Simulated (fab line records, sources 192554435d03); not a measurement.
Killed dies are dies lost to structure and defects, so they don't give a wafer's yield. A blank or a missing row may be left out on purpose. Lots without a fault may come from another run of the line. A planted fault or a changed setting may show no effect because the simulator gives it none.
fab line records | flow n5_finfet
record lots=7 wafers=39
route steps=1938 shown ZERO_LAYER@4 HKMG_FIN@406 MOL_CONTACT_COAG@562
start_h: hours from the record's first day to the start of the lot's first wafer shown | wait_h: hours since the lot's step before | " the same as in the row above | L1.1+2: a row that stands for several wafers | - no value, or no start given | * or withheld: withheld | < > ~ a bound
route shown NAME@n: a module of which the file shows steps, and the number in the route of the first | usual: mean/standard deviation of fault-free wafers | same: alike in all rows | chamber/n: place in a boat | sites: the reading at each site | _std_site: their standard deviation | _edge_site: outer sites' mean less inner sites' | radius_mm: how far each site lies from the wafer's centre | mask NAME#n: copy n | behind: the tool/chamber that last shaped the wafer | hold: why the lot was held/for how many hours/how that ended | device: the transistor (n, p or np) that didn't switch | end of line: the same wafers' tests at the end of the route | a step without rows: its recipe alone | killed: dies lost to structure and defects at the first sort, not the wafer's yield | map: a wafer's dies, x killed, . not, _ none there
set.NAME: the setting as run; set.NAME@STEP: as run at that earlier step | model.NAME: the simulator's own value behind a step, which no gauge read
lots whose settings were changed on purpose; a table a step, a row a wafer
## steps
# step N5_ZERO_LAYER_PECVD_02
# recipe material=SiO2 target_thk_a=100 temp_c=400 precursor=SiH4/N2O pressure_torr=0.75 rf_w=275 time_s=6
# columns lot.wafer tool chamber start_h wait_h set.target_thk_a model.SiO2_of_ZERO_LAYER_PECVD_02.thk_nm
L077.1 pecvd-02 0 30.28 0.0 100 9.793
L077.2 " 1 " " 100 9.897
L077.3 " 2 " " 84.64 8.338
L077.4 " 2 " " 84.64 8.582
L077.5 " 0 " " 84.64 8.432
L077.6 " 1 " " 100 10.27
L078.1 pecvd-02 2 36.28 0.0 100 9.698
L078.2 " 0 " " 100 9.495
L078.3 " 1 " " 111.9 11.07
L078.4 " 1 " " 111.9 11.1
L078.5 " 0 " " 100 9.728
L078.6 " 2 " " 111.9 10.98
L079.1 pecvd-02 2 42.28 0.0 100 9.727
L079.2 " 1 " " 100 9.697
L079.3 " 0 " " 115.2 11.2
L079.4 " 0 " " 115.2 11.38
L079.5 " 1 " " 100 9.933
L079.6 " 2 " " 115.2 11.47
L084.1 pecvd-04 0 72.30 0.0 100 9.945
L084.5 " 1 " " 100 10.02
L084.6 " 2 " " 100 9.856
L091.1 pecvd-03 1 114.28 0.0 100 10.19
L091.2 " 2 " " 93.32 9.485
L091.3 " 0 " " 93.32 9.326
L091.4 " 0 " " 93.32 9.442
L091.5 " 2 " " 100 10.15
L091.6 " 1 " " 100 10.51
L092.1 pecvd-04 1 120.30 0.0 100 9.916
L092.2 " 2 " " 100 9.784
L092.3 " 0 " " 100 9.724
L092.4 " 0 " " 100 9.796
L092.5 " 2 " " 100 9.803
L092.6 " 1 " " 100 10.05
L097.1 pecvd-02 1 150.28 0.0 100 9.816
L097.2 " 2 " " 106.9 10.35
L097.3 " 0 " " 100 9.576
L097.4 " 2 " " 106.9 10.41
L097.5 " 1 " " 106.9 10.79
L097.6 " 0 " " 100 9.811
# step N5_HKMG_FIN_ETCH_58
# recipe chemistry=N2/H2 target=SOC target_depth_a=2158 ion_energy_ev=50 bias_w=13 time_s=741 pressure_mtorr=30 source_w=875 n2_flow_sccm=200 h2_flow_sccm=200
# columns lot.wafer tool chamber start_h wait_h set.target_depth_a model.SOC_of_HKMG_FIN_COAT_41.thk_nm model.HKMG_FIN.feature_depth_nm model.etch.depth_nm
L077.1 rie_diel-06 1 90.23 0.0 2158 87.2 213.4 213.4
L077.2 " 0 " " 2158 84.6 216.2 216.2
L077.3 " 2 " " 2158 88 213.2 213.1
L077.4 " 3 " " 2158 83.8 216.2 216.1
L077.5 " 3 " " 2158 84.6 215.6 215.5
L077.6 " 0 " " 2158 85 216.4 216.4
L078.1 rie_diel-06 0 99.50 0.0 1940 103.4 195.6 195.5
L078.2 " 2 " " 2158 83.2 214.2 214.1
L078.3 " 1 " " 1940 106 192.8 192.8
L078.4 " 3 " " 2158 84 214.8 214.7
L078.5 " 0 " " 2158 80.2 218.2 218.2
L078.6 " 3 " " 1940 105.2 192.8 192.8
L079.1 rie_diel-06 1 104.86 0.0 2158 84.4 214.4 214.4
L079.2 " 2 " " 2158 84.6 215.2 215.3
L079.3 " 0 " " 2158 84.6 215.8 215.8
L079.4 " 3 " " 2158 84.6 215.4 215.3
L079.5 " 1 " " 2158 85 214 214
L079.6 " 0 " " 2158 84.2 216.2 216.2
L084.1 rie_diel-05 2 131.05 0.0 2158 87.8 211.4 211.4
L084.5 " 1 " " 2158 83.6 216.6 216.6
L084.6 " 0 " " 2158 75.2 223.6 223.6
L091.1 rie_diel-06 0 174.77 0.0 2403 61.4 239.2 239.3
L091.2 " 2 " " 2403 60.6 240 240.1
L091.3 " 1 " " 2158 89.2 210.6 210.7
L091.4 " 3 " " 2158 89.2 211.6 211.6
L091.5 " 2 " " 2158 86.6 214.6 214.6
L091.6 " 1 " " 2403 66.2 235 234.9
L092.1 rie_diel-04 3 180.25 0.0 2158 89.2 211.4 211.5
L092.2 " 0 " " 2240 76.4 224.8 224.8
L092.3 " 1 " " 2158 74 226.2 226.2
L092.4 " 3 " " 2240 83.2 218.2 218.2
L092.5 " 1 " " 2240 68.2 233.6 233.7
L092.6 " 0 " " 2158 85.6 214.8 214.8
L097.1 rie_diel-04 3 216.75 0.0 2158 85.2 215.2 215.3
L097.2 " 2 " " 2158 85.6 214.8 214.7
L097.3 " 0 " " 2158 80.8 219.4 219.5
L097.4 " 2 " " 2158 85.2 216 215.9
L097.5 " 0 " " 2158 79.2 221 220.9
L097.6 " 3 " " 2158 86 214.2 214.1
# step N5_MOL_CONTACT_COAG_ALD_123
# recipe material=SiNx target_thk_a=50 temp_c=400 ald_precursor_family=SiH2I2 ald_co_reactant=N2/H2-plasma pulse_time_s=1 purge_time_s=2 co_reactant_purge_time_s=2 ald_cycles=100 pressure_torr=2
# columns lot.wafer tool chamber start_h wait_h set.ald_cycles model.SiNx_of_MOL_CONTACT_COAG_ALD_123.thk_nm
L077.1+2+3+4+5+6 ald_sin-04 3,2,0,1,3,2 114.91 0.0 100 5
L078.1+2+3+4+5+6 ald_sin-03 3,1,2,0,3,2 124.41 0.0 100 5
L079.1+3+6 ald_sin-03 3,2,1 128.72 0.0 116 5.8
L079.2+4+5 " 0,1,2 " " 100 5
L084.1+5+6 ald_sin-04 0,0,1 155.67 0.0 100 5
L091.1+2+3+4+5+6 ald_sin-03 2,0,1,3,1,0 198.61 0.0 100 5
L092.1+2+3+4+5+6 ald_sin-03 1,2,3,0,0,1 205.60 0.0 100 5
L097.1+4+6 ald_sin-04 1,3,0 241.50 0.0 100 5
L097.2+5 " 0,1 " " 106 5.4
L097.3 " 2 " " 106 5.2
# step N5_MOL_CONTACT_COAG_PECVD_31
# recipe material=SiO2 target_thk_a=460 temp_c=400 precursor=TEOS/O2 pressure_torr=6.5 rf_w=withheld teos_flow_sccm=withheld gas=O2 flow_sccm=2650 time_s=8.9
# step N5_MOL_CONTACT_COAG_COAT_75
# recipe resist=SOC temp_c=250 time_s=60 spin_rpm=1500 resist_thk_nm=60
# step N5_MOL_CONTACT_COAG_STRIP_120
# recipe chemistry=CHF3 resist=SiARC rf_frequency_hz=6e+07
# step N5_MOL_CONTACT_COAG_VIA_ETCH_117
# recipe chemistry=C4F6/O2 target_depth_a=400 overetch_a=80 mask_material=SOC target=SiO2 bias_w=455 pressure_mtorr=10 time_s=26 source_w=325 Ar_flow_sccm=300 C4F6_flow_sccm=10 O2_flow_sccm=10 ion_energy_ev=575.3 ends=end_point
# step N5_MOL_CONTACT_COAG_ETCH_124
# recipe chemistry=CH3F/O2 target=SiNx target_depth_a=65 mask_material=SOC stop_on=SiOC over_etch_frac=0.3 ion_energy_ev=120 pressure_mtorr=30 source_w=395 bias_w=73 Ar_flow_sccm=150 CH3F_flow_sccm=30 O2_flow_sccm=20 ends=end_point
# columns lot.wafer tool chamber start_h wait_h set.ald_cycles@MOL_CONTACT_COAG_ALD_123 model.etch.depth_nm
L077.1 rie_diel-04 1 117.80 0.0 100 4.947
L077.2 " 2 " " 100 4.969
L077.3 " 0 " " 100 4.991
L077.4 " 3 " " 100 5.022
L077.5 " 2 " " 100 4.961
L077.6 " 1 " " 100 4.956
L078.1 rie_diel-05 2 128.75 0.0 100 4.991
L078.2 " 3 " " 100 4.995
L078.3 " 0 " " 100 5.053
L078.4 " 1 " " 100 4.97
L078.5 " 0 " " 100 5.006
L078.6 " 1 " " 100 5.005
L079.1 rie_diel-06 0 131.80 0.0 116 5.826
L079.2+5 " 2 " " 100 5.027
L079.3 " 3 " " 116 5.844
L079.4 " 0 " " 100 5.013
L079.6 " 3 " " 116 5.801
L084.1 rie_diel-05 3 159.53 0.0 100 4.998
L084.5 " 3 " " 100 5.005
L084.6 " 2 " " 100 5.02
L091.1 rie_diel-04 1 201.46 0.0 100 5.029
L091.2 " 3 " " 100 5.038
L091.3 " 2 " " 100 5.002
L091.4 " 0 " " 100 5.001
L091.5 " 2 " " 100 5.026
L091.6 " 3 " " 100 5.016
L092.1 rie_diel-04 1 209.00 0.0 100 5.036
L092.2 " 3 " " 100 5.023
L092.3+4 " 2,0 " " 100 5.053
L092.5 " 3 " " 100 5.047
L092.6 " 2 " " 100 5.032
L097.1 rie_diel-06 2 244.80 0.0 100 4.974
L097.2 " 3 " " 106 5.319
L097.3 " 0 " " 106 5.285
L097.4 " 1 " " 100 4.99
L097.5 " 0 " " 106 5.309
L097.6 " 1 " " 100 5.011
## key
split step=N5_ZERO_LAYER_PECVD_02 setting=target_thk_a stated=100 by=wafer
response step=N5_ZERO_LAYER_PECVD_02 reading=model.SiO2_of_ZERO_LAYER_PECVD_02.thk_nm change=+0.107 per=1% r=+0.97
split step=N5_HKMG_FIN_ETCH_58 setting=target_depth_a stated=2158 by=wafer
response step=N5_HKMG_FIN_ETCH_58 reading=model.SOC_of_HKMG_FIN_COAT_41.thk_nm change=-2.22 per=1% r=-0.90
response step=N5_HKMG_FIN_ETCH_58 reading=model.HKMG_FIN.feature_depth_nm change=+2.22 per=1% r=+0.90
response step=N5_HKMG_FIN_ETCH_58 reading=model.etch.depth_nm change=+2.22 per=1% r=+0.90
split step=N5_MOL_CONTACT_COAG_ALD_123 setting=ald_cycles stated=100 by=wafer
response step=N5_MOL_CONTACT_COAG_ALD_123 reading=model.SiNx_of_MOL_CONTACT_COAG_ALD_123.thk_nm change=+0.0507 per=1% r=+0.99
response step=N5_MOL_CONTACT_COAG_ETCH_124 reading=model.etch.depth_nm change=+0.0503 per=1% r=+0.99
